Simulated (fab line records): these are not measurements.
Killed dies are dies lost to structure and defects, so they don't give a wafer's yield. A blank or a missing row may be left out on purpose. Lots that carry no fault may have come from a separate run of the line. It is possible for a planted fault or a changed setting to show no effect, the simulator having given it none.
A lot that was struck, set against a sound lot | flow n5Finfet | 28 out of 1938 route steps
Sound: these wafers, L897.2, L897.4, L897.6. Struck: wafers L903.1, L903.2, L903.6. The cause is given at the end.
Per side, at each step with rows, come the tool, then ch with its chambers, and then its first start. Under that, the readings that differ: sound wafers | struck wafers | difference of the means | sigmas: that difference in standard deviations of wafers without a fault.
alike: same words and numbers on both sides, and readings whose means sit less than 2 such deviations apart. not compared: any withheld reading, any reading some wafer has no value for, any bound like >300 that may hide the same value, and any number with overlapping values for which the record gives no deviation.
The two part at a step that has a row with sigmas, a row that says differs or no value, or rows on one side only. When numbers do not overlap yet have no deviation, they are printed without sigmas and do not part them. A reading missing from all wafers of one side parts the sides only when that side holds two or more wafers.

first, 9 steps without rows for these wafers: N5_BEOL_M7_DESCUM_33 (chemistry O2, time 7 s); N5_BEOL_M7_ETCH_72 (etches underlayer in N2/H2, target depth 6.5 nm, time 5.2 s); N5_BEOL_M7_ETCH_65 (etches SiARC in CF4, target depth 15.6 nm, time 26 s); N5_BEOL_M7_ETCH_66 (etches SOC in N2/H2, target depth 80 nm, overetch 16 nm, time 120 s); N5_BEOL_M7_STRIP_69 (strips in N2/H2); N5_BEOL_M7_STRIP_73 (strips in N2/H2); N5_BEOL_M7_VIA_ETCH_34 (etches SiCOH lowk in C4F6/O2, target depth 125.5 nm, time 50.5 s); N5_BEOL_M7_STRIP_76 (strips in C4F6/O2); N5_BEOL_M7_STRIP_36 (strips in N2/H2).
N5_BEOL_M7_TRENCH_ETCH_37: etches SiCOH lowk in C4F6/O2, target depth 93.478 nm, time 31.2 s.
  sound on rieDiel-01 ch 0,1,3, day 10 03:45; struck on rieDiel-01 ch 2,3, day 12 22:19
reading                                   | sound             | struck            | difference | sigmas
biasW (W)                                 | 185.9 184.2 185.8 | 159.4 158.1 159.6 | -26.3      | -46
rfVppV (V)                                | 653 659 659       | 595 577 595       | -68        | -8
model.etch.depthNm (nm)                   | 94.33 91.88 94.44 | 87.93 89.83 88.18 | -4.90      | 
model.BEOL_M7.featureDepthNm (nm)         | 94.4 91.8 94.4    | 88 89.8 88.2      | -5         | 
model.TiN_of_BEOL_M7_HM_DEP_02.thkNm (nm) | 17.2 17.2 17.2    | 18 17.6 17.8      | +1         | 
  alike: drypumpMotorCurrentA, oes_ar_750_au, oes_o_777_au, oesProductAu, rfFwdPowerW, showerheadPlenumPTorr, throttleValvePct
  not compared: rfHoursCounterH
then, 2 steps without rows for these wafers: N5_BEOL_M7_ETCH_41 (etches SiCN in CH3F/O2, target depth 31.9 nm, time 57.8 s); N5_BEOL_M7_STRIP_80 (strips in N2/H2, time 10 s).
N5_BEOL_M7_OCD_MEAS_38:
  sound on ocd-02 at day 10 03:55; struck on ocd-01 at day 12 22:29
reading            | sound          | struck         | difference | sigmas
trenchDepthNm (nm) | 94.1 91.9 94.5 | 88.0 90.1 88.9 | -4.5       | -4
then, 13 steps without rows for these wafers: N5_BEOL_M7_HM_STRIP_39 (strips TiN in peroxide tin strip, target depth 25 nm, time 158 s); N5_BEOL_M7_SRD_40 (time 30 s); N5_BEOL_M7_PRECLEAN_42 (cleans in residue remover, time 60 s); N5_BEOL_M7_SRD_43 (time 30 s); N5_BEOL_M7_CURE_75 (cures SiCOH lowk, time 120 s); N5_BEOL_M7_DEGAS_44 (time 60 s); N5_BEOL_M7_PRE_CLEAN_45 (time 30 s); N5_BEOL_M7_ALD_77 (deposits TaN, target thk 2 nm, pulse time 2 s, purge time 3 s); N5_BEOL_M7_SURFACE_TREAT_79; N5_BEOL_M7_CVD_78 (deposits Co from CCTBA/H2, target thk 2 nm, time 142.3 s); N5_BEOL_M7_SPUTTER_48 (material Cu, target thk 10 nm, time 1.667 s); N5_BEOL_M7_ECD_50 (material Cu, target thk 300 nm); N5_BEOL_M7_ANNEAL_51 (time 90 s).
N5_BEOL_M7_CMP_52: polishes, stops on SiCOH lowk, t overpolish 6.9 s, target thk 80 nm.
  sound on cmp-01 ch 0,1,3, day 10 05:40; struck on cmp-02 ch 0,1, day 13 00:47
reading                               | sound      | struck         | difference | sigmas
model.Cu_of_BEOL_M7_ECD_50.thkNm (nm) | 81.6 79 83 | 74.2 76.8 75.6 | -5.7       | 
  alike: barrierFieldEndpointS, motorCurrentA, overpolishRunS, timeToEndpointS
-- the record jumps here: 3 days lie between the struck wafers' starts before and after (it left off in module BEOL_M7 and takes up again in module PASSIVATION, whose first step shown is number 1936 of the route) --
N5_PASSIVATION_PROBE_49:
  the record has rows for the struck wafers here (prober-01, day 15 22:19) and none for the sound ones

## WHERE THEY PART
At N5_BEOL_M7_TRENCH_ETCH_37 first; at N5_PASSIVATION_PROBE_49 last (within this record only).

WHY: the cause the simulator had injected
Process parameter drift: rieDiel-01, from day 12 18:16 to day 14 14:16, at N5_BEOL_M7_TRENCH_ETCH_37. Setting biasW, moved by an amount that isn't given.
